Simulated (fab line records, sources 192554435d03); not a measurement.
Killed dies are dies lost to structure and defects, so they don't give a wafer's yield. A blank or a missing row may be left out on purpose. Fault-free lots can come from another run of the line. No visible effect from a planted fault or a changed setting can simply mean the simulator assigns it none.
Which tool was responsible? | flow n5Finfet | Sampling: 24 lots, 72 wafers, 4 of 1938 route steps

== WHAT THE GAUGES SHOWED, per wafer ==
N5_WELL_APT_INSPECT_10: inspects for defects (macro). Usual: 2.0 for rawDefectCount, sd 1.4.
lot  | measured    | on               | rawDefectCount | flag
L074 | day 1 14:30 | defectInspect-02 | 0 2 2          | 
L075 | day 1 20:25 | defectInspect-02 | 3 0 1          | 
L076 | day 2 01:59 | defectInspect-02 | 4 1 3          | 
L077 | day 2 07:54 | defectInspect-02 | 3 4 3          | 
L078 | day 2 13:43 | defectInspect-02 | 4 1 1          | 
L079 | day 2 20:16 | defectInspect-02 | 3 0 1          | 
L080 | day 3 01:53 | defectInspect-02 | 2 1 4          | 
L081 | day 3 08:16 | defectInspect-02 | 4 5 3          | 
L082 | day 3 13:59 | defectInspect-02 | 1 1 4          | 
L083 | day 3 20:28 | defectInspect-02 | 2 0 2          | 
L084 | day 4 01:57 | defectInspect-02 | 1 4 1          | 
L085 | day 4 07:37 | defectInspect-02 | 1 2 0          | 
L086 | day 4 13:55 | defectInspect-02 | 4 2 3          | 
L087 | day 4 19:53 | defectInspect-02 | 3 1 0          | 
L088 | day 5 02:16 | defectInspect-02 | 1 2 4          | 
L089 | day 5 07:52 | defectInspect-02 | 3 6 2          | 
L090 | day 5 13:37 | defectInspect-02 | 3 1 3          | 
L091 | day 5 20:18 | defectInspect-02 | 1 2 2          | 
L092 | day 6 01:37 | defectInspect-01 | 1 2 3          | 
L093 | day 6 07:37 | defectInspect-01 | 4 4 3          | 
L094 | day 6 13:55 | defectInspect-01 | 1 2 0          | 
L095 | day 6 19:45 | defectInspect-02 | 2 2 1          | 
L096 | day 7 01:47 | defectInspect-01 | 0 2 3          | 
L097 | day 7 07:37 | defectInspect-02 | 1 2 2          | 

N5_PMOS_HMC_CHANNEL_EPI_INSPECT_11: inspects for defects (macro). Usual: 2.1 for rawDefectCount, sd 1.3.
lot  | measured    | on               | rawDefectCount | flag
L074 | day 1 17:56 | defectInspect-02 | 3 0 2          | 
L075 | day 2 00:26 | defectInspect-01 | 4 0 3          | 
L076 | day 2 05:20 | defectInspect-02 | 3 1 0          | 
L077 | day 2 12:05 | defectInspect-02 | 0 6 1          | 
L078 | day 2 17:23 | defectInspect-02 | 0 4 1          | 
L079 | day 2 23:57 | defectInspect-02 | 4 3 3          | 
L080 | day 3 05:37 | defectInspect-02 | 3 2 1          | 
L081 | day 3 11:44 | defectInspect-02 | 3 2 2          | 
L082 | day 3 17:39 | defectInspect-02 | 2 2 3          | 
L083 | day 4 00:18 | defectInspect-02 | 1 0 2          | 
L084 | day 4 05:23 | defectInspect-02 | 1 2 1          | 
L085 | day 4 11:19 | defectInspect-02 | 2 1 1          | 
L086 | day 4 17:14 | defectInspect-02 | 3 1 4          | 
L087 | day 4 23:34 | defectInspect-02 | 3 1 6          | 
L088 | day 5 06:06 | defectInspect-02 | 3 3 3          | 
L089 | day 5 11:20 | defectInspect-02 | 2 1 0          | 
L090 | day 5 17:11 | defectInspect-02 | 1 1 4          | 
L091 | day 5 23:40 | defectInspect-01 | 2 3 2          | 
L092 | day 6 05:40 | defectInspect-01 | 1 5 2          | 
L093 | day 6 11:10 | defectInspect-01 | 2 2 2          | 
L094 | day 6 17:22 | defectInspect-02 | 2 0 3          | 
L095 | day 6 23:25 | defectInspect-02 | 2 2 2          | 
L096 | day 7 05:14 | defectInspect-01 | 2 6 4          | 
L097 | day 7 11:09 | defectInspect-02 | 2 5 2          | 

== TOOL THAT RAN EACH LOT (tool first, then ch and the chambers of the sampled wafers, then the start) ==
lot  | N5_WELL_APT_DESCUM_13            | N5_WELL_APT_DESCUM_30
L074 | rieDiel-05 ch 0,2,3, day 1 14:38 | rieDiel-06 ch 0,1,3, day 1 15:52
L075 | rieDiel-05 ch 1,2, day 1 20:27   | rieDiel-06 ch 0,1, day 1 21:56
L076 | rieDiel-05 ch 1,2, day 2 02:01   | rieDiel-05 ch 2,3, day 2 03:11
L077 | rieDiel-06 ch 0,1,2, day 2 07:56 | rieDiel-05 ch 0,2, day 2 09:41
L078 | rieDiel-02 ch 0,1, day 2 13:45   | rieDiel-05 ch 1,3, day 2 15:03
L079 | rieDiel-06 ch 1,2,3, day 2 20:18 | rieDiel-06 ch 2,3, day 2 21:44
L080 | rieDiel-02 ch 1,3, day 3 01:55   | rieDiel-05 ch 1,2,3, day 3 03:27
L081 | rieDiel-06 ch 2,3, day 3 08:19   | rieDiel-06 ch 0,2,3, day 3 09:35
L082 | rieDiel-02 ch 0,2,3, day 3 14:02 | rieDiel-05 ch 0,1,3, day 3 15:17
L083 | rieDiel-02 ch 0,1,2, day 3 20:59 | rieDiel-06 ch 0,1,2, day 3 22:14
L084 | rieDiel-06 ch 1,2,3, day 4 01:59 | rieDiel-05 ch 0,1,2, day 4 03:08
L085 | rieDiel-06 ch 0,1,2, day 4 07:41 | rieDiel-02 ch 1,2,3, day 4 08:51
L086 | rieDiel-02 ch 0,1,3, day 4 13:56 | rieDiel-05 ch 1,3, day 4 15:05
L087 | rieDiel-02 ch 2,3, day 4 20:17   | rieDiel-02 ch 1,3, day 4 21:25
L088 | rieDiel-05 ch 0,2,3, day 5 02:23 | rieDiel-02 ch 1,2,3, day 5 03:42
L089 | rieDiel-02 ch 2,3, day 5 08:04   | rieDiel-05 ch 0,1,2, day 5 09:20
L090 | rieDiel-02 ch 0,2,3, day 5 13:39 | rieDiel-06 ch 0,2,3, day 5 14:52
L091 | rieDiel-05 ch 0,2, day 5 20:20   | rieDiel-05 ch 0,2, day 5 21:27
L092 | rieDiel-02 ch 0,2, day 6 01:39   | rieDiel-06 ch 0,1,2, day 6 03:38
L093 | rieDiel-02 ch 0,1, day 6 07:40   | rieDiel-02 ch 2,3, day 6 08:55
L094 | rieDiel-05 ch 0,1,2, day 6 13:58 | rieDiel-06 ch 1,2,3, day 6 15:06
L095 | rieDiel-05 ch 0,1, day 6 19:47   | rieDiel-06 ch 1,3, day 6 21:03
L096 | rieDiel-06 ch 0,1,2, day 7 01:49 | rieDiel-02 ch 1,2,3, day 7 03:05
L097 | rieDiel-06 ch 0,2,3, day 7 07:41 | rieDiel-05 ch 0,1,2, day 7 08:49
- N5_WELL_APT_DESCUM_13: chemistry O2, time 7.9 s.
- N5_WELL_APT_DESCUM_30: chemistry O2, time 7.9 s.

== WHAT THE TOOLS THEMSELVES READ (means of the sampled wafers that have a number; where no wafer has one, the mark that the record gives instead) ==
N5_WELL_APT_DESCUM_13. Usual: drypumpMotorCurrentA 5.7 A, standard deviation 0.58; oesProductAu 0.77 a.u., standard deviation 0.078; rfVppV 243.2 V, standard deviation 1.3; showerheadPlenumPTorr 2.11 Torr, standard deviation 0.07; throttleValvePct 20.41 %, standard deviation 0.28.
lot  | tool       | drypumpMotorCurrentA (A) | oesProductAu (a.u.) | rfVppV (V) | showerheadPlenumPTorr (Torr) | throttleValvePct (%) | flag
L074 | rieDiel-05 | 5.9                      | 0.75                | 242.3      | 2.03                         | 20.45                | 
L075 | rieDiel-05 | 5.8                      | 0.72                | 243.1      | 2.06                         | 20.51                | 
L076 | rieDiel-05 | 5.8                      | 0.71                | 242.3      | 2.06                         | 20.51                | 
L077 | rieDiel-06 | 5.6                      | 0.80                | 243.4      | 2.08                         | 20.62                | 
L078 | rieDiel-02 | 5.4                      | 0.81                | 243.4      | 2.10                         | 20.12                | 
L079 | rieDiel-06 | 5.9                      | 0.72                | 242.0      | 2.10                         | 20.72                | 
L080 | rieDiel-02 | 6.1                      | 0.75                | 243.3      | 2.10                         | 20.42                | 
L081 | rieDiel-06 | 5.9                      | 0.72                | 242.0      | 2.07                         | 20.57                | 
L082 | rieDiel-02 | 5.6                      | 0.80                | 243.1      | 2.13                         | 20.20                | 
L083 | rieDiel-02 | 5.2                      | 0.80                | 243.0      | 2.13                         | 20.13                | 
L084 | rieDiel-06 | 5.8                      | 0.70                | 242.9      | 2.09                         | 20.74                | 
L085 | rieDiel-06 | 5.6                      | 0.77                | 242.7      | 2.08                         | 20.63                | 
L086 | rieDiel-02 | 5.8                      | 0.78                | 243.3      | 2.09                         | 20.30                | 
L087 | rieDiel-02 | 5.3                      | 0.79                | 244.1      | 2.17                         | 20.21                | 
L088 | rieDiel-05 | 5.9                      | 0.83                | 244.2      | 2.11                         | 20.41                | 
L089 | rieDiel-02 | 5.9                      | 0.75                | 243.9      | 2.12                         | 20.38                | 
L090 | rieDiel-02 | 5.6                      | 0.79                | 243.3      | 2.12                         | 20.23                | 
L091 | rieDiel-05 | 6.1                      | 0.91                | 243.8      | 2.16                         | 20.21                | 
L092 | rieDiel-02 | 5.0                      | 0.80                | 244.3      | 2.16                         | 20.08                | 
L093 | rieDiel-02 | 5.4                      | 0.78                | 243.4      | 2.09                         | 20.17                | 
L094 | rieDiel-05 | 5.7                      | 0.82                | 242.8      | 2.11                         | 20.37                | 
L095 | rieDiel-05 | 5.5                      | 0.72                | 242.7      | 2.07                         | 20.51                | 
L096 | rieDiel-06 | 5.6                      | 0.85                | 243.2      | 2.16                         | 20.55                | 
L097 | rieDiel-06 | 5.6                      | 0.84                | 243.5      | 2.13                         | 20.39                | 

N5_WELL_APT_DESCUM_30. Usual: drypumpMotorCurrentA 5.6 A, standard deviation 0.51; oesProductAu 0.77 a.u., standard deviation 0.089; rfVppV 243.0 V, standard deviation 1.3; showerheadPlenumPTorr 2.09 Torr, standard deviation 0.069; throttleValvePct 20.47 %, standard deviation 0.27.
lot  | tool       | drypumpMotorCurrentA (A) | oesProductAu (a.u.) | rfVppV (V) | showerheadPlenumPTorr (Torr) | throttleValvePct (%) | flag
L074 | rieDiel-06 | 5.3                      | 0.82                | 243.3      | 2.12                         | 20.54                | 
L075 | rieDiel-06 | 5.0                      | 0.89                | 243.1      | 2.10                         | 20.44                | 
L076 | rieDiel-05 | 6.0                      | 0.70                | 242.0      | 2.04                         | 20.64                | 
L077 | rieDiel-05 | 5.8                      | 0.81                | 242.3      | 2.02                         | 20.27                | 
L078 | rieDiel-05 | 5.5                      | 0.71                | 241.5      | 2.10                         | 20.64                | 
L079 | rieDiel-06 | 6.1                      | 0.71                | 242.1      | 2.04                         | 20.63                | 
L080 | rieDiel-05 | 5.9                      | 0.71                | 242.8      | 2.05                         | 20.58                | 
L081 | rieDiel-06 | 5.7                      | 0.79                | 242.4      | 2.05                         | 20.48                | 
L082 | rieDiel-05 | 5.5                      | 0.75                | 242.8      | 2.07                         | 20.53                | 
L083 | rieDiel-06 | 5.6                      | 0.78                | 243.2      | 2.08                         | 20.63                | 
L084 | rieDiel-05 | 5.8                      | 0.75                | 242.7      | 2.04                         | 20.41                | 
L085 | rieDiel-02 | 5.5                      | 0.78                | 243.5      | 2.13                         | 20.29                | 
L086 | rieDiel-05 | 5.6                      | 0.70                | 242.5      | 2.10                         | 20.66                | 
L087 | rieDiel-02 | 6.1                      | 0.74                | 243.3      | 2.09                         | 20.45                | 
L088 | rieDiel-02 | 5.5                      | 0.77                | 243.7      | 2.13                         | 20.30                | 
L089 | rieDiel-05 | 5.7                      | 0.83                | 244.1      | 2.12                         | 20.36                | 
L090 | rieDiel-06 | 5.6                      | 0.87                | 244.6      | 2.13                         | 20.37                | 
L091 | rieDiel-05 | 5.8                      | 0.86                | 243.5      | 2.09                         | 20.22                | 
L092 | rieDiel-06 | 5.6                      | 0.86                | 243.7      | 2.16                         | 20.54                | 
L093 | rieDiel-02 | 5.3                      | 0.78                | 244.1      | 2.16                         | 20.24                | 
L094 | rieDiel-06 | 5.9                      | 0.79                | 244.1      | 2.18                         | 20.64                | 
L095 | rieDiel-06 | 5.6                      | 0.69                | 243.9      | 2.15                         | 20.86                | 
L096 | rieDiel-02 | 5.5                      | 0.76                | 243.7      | 2.13                         | 20.32                | 
L097 | rieDiel-05 | 5.8                      | 0.80                | 242.9      | 2.11                         | 20.38                | 

== THE ANSWER, worked out from the rows above alone ==
Rule: a lot counts as off when the mean over its wafers that have a number is more than 3 standard deviations away from the usual mean. Also off: a lot with no number at a reading for which 4 or more lots have one. The other lots that the step has rows for count as sound. First the gauges in route order, then the tools' own readings, where a lot's mean is used as printed above. At the first step where some lot is off, the reading lying furthest off is the one used; lots without a number count as furthest.
No lot is off at any reading shown: from this, nothing can be told.

== WHAT THE SIMULATOR PUT IN ==
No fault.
